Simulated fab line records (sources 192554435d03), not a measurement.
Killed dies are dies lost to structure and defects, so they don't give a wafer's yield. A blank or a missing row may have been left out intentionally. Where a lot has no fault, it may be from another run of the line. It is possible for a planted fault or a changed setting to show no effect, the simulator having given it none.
Split-lot study + flow n5_finfet + 21 wafers read across 7 lots, on a route 1938 steps long

== THE SPLIT ==
At N5_HKMG_FIN_HK_ALD_01 (deposits HfO2, target thk 1.6 nm, pulse time 3 s, purge time 3 s), the setting ald_cycles was moved away from the recipe's 30 on 7 of the 21 wafers read, by -13.3% to +13.3%. For the rest of the wafers, this setting stayed at what the recipe calls for.

== FROM THE SPLIT TO THE READING: what the file shows between them, 4 steps ==
- N5_HKMG_FIN_HK_ANNEAL_02: time 30 s
- N5_HKMG_FIN_ALD_74: deposits La2O3, target thk 0.5 nm, pulse time 6 s, co reactant pulse time 1 s
- N5_HKMG_FIN_WET_ETCH_82: etches La2O3 in dHCl, stops on HfO2, target depth 2 nm, rinse time 30 s
- N5_HKMG_FIN_ALD_36: deposits TiN, target thk 1 nm, pulse time 1 s, purge time 3 s

== THE READING ==
HK_THK, in nm, at N5_HKMG_FIN_THK_MEAS_70 (measures by xrf). Typical for fault-free wafers on this fab line: 1.584 nm, with standard deviation 0.019 nm.

| wafer  | tool, chamber at the split | ald_cycles as run | against the recipe | HK_THK, nm | against lot-mates on the recipe |
|--------|----------------------------|-------------------|--------------------|------------|---------------------------------|
| L081.1 | ald_hk-03, 2,3             | 34                | +13.3%             | 1.806      | +0.226                          |
| L081.2 | ald_hk-03, 0               | 30                | recipe             | 1.580      | -                               |
| L081.4 | ald_hk-03, 2,3             | 34                | +13.3%             | 1.797      | +0.217                          |
| L083.1 | ald_hk-02, 1,2,2           | 30                | recipe             | 1.581      | -                               |
| L083.2 | ald_hk-02, 1,2,2           | 30                | recipe             | 1.577      | -                               |
| L083.5 | ald_hk-02, 1,2,2           | 30                | recipe             | 1.584      | -                               |
| L084.1 | ald_hk-02, 3,2,3           | 30                | recipe             | 1.592      | -                               |
| L084.5 | ald_hk-02, 3,2,3           | 30                | recipe             | 1.574      | -                               |
| L084.6 | ald_hk-02, 3,2,3           | 30                | recipe             | 1.586      | -                               |
| L086.2 | ald_hk-03, 3,0,1           | 30                | recipe             | 1.617      | -                               |
| L086.3 | ald_hk-03, 3,0,1           | 30                | recipe             | 1.563      | -                               |
| L086.4 | ald_hk-03, 3,0,1           | 30                | recipe             | 1.571      | -                               |
| L088.1 | ald_hk-02, 0               | 32                | +6.7%              | 1.692      | +0.104                          |
| L088.3 | ald_hk-02, 3               | 30                | recipe             | 1.605      | -                               |
| L088.6 | ald_hk-02, 3               | 30                | recipe             | 1.571      | -                               |
| L091.4 | ald_hk-02, 3,0             | 26                | -13.3%             | 1.369      | -0.214                          |
| L091.5 | ald_hk-02, 3,0             | 26                | -13.3%             | 1.372      | -0.211                          |
| L091.6 | ald_hk-02, 1               | 30                | recipe             | 1.583      | -                               |
| L093.1 | ald_hk-01, 2,0             | 34                | +13.3%             | 1.792      | +0.204                          |
| L093.3 | ald_hk-01, 0               | 30                | recipe             | 1.588      | -                               |
| L093.5 | ald_hk-01, 2,0             | 34                | +13.3%             | 1.798      | +0.210                          |
The file does not say which wafer passed through which chamber wherever a row lists several chambers: such a row stands for several wafers.

FIT RESULTS
A straight line over all 21 wafers: HK_THK changes by +0.0161 nm for each +1% of ald_cycles; r = +1.00; the points scatter about the line by 0.012 nm.
The same after taking each lot's own level away (the mean of its wafers on the recipe; 21 wafers): +0.016 nm for each +1%; r = +0.99; scatter 0.012 nm.
That fit puts the effect of the largest move of ald_cycles on the reading at 0.21 nm.
The span of the lots' own levels, 1.5800 to 1.5880 nm, comes to 0.4 times the standard deviation stated above.
The two slopes are in agreement: the lot-to-lot level therefore moves the slope only a little.
Check: for one of the wafers moved furthest among these (+13.3%), held out of the fit, the line's prediction against its lot-mates is +0.211 nm. It came out at +0.226 nm against them.

== OTHER SPLITS APPLIED TO THESE WAFERS ==
These wafers also went through other splits before the reading. Each is held against what the fit with the lots' levels taken away leaves over:
| other split on the same wafers | wafers away from the commonest value | r with HK_THK (lot level and that fit taken away) |
|--------------------------------|--------------------------------------|---------------------------------------------------|
| N5_SDB_ETCH_18 time_s          | 5                                    | +0.09                                             |

== FILE'S OWN FIT ==
HK_THK changes by +0.016 nm for each +1% of ald_cycles, r = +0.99.
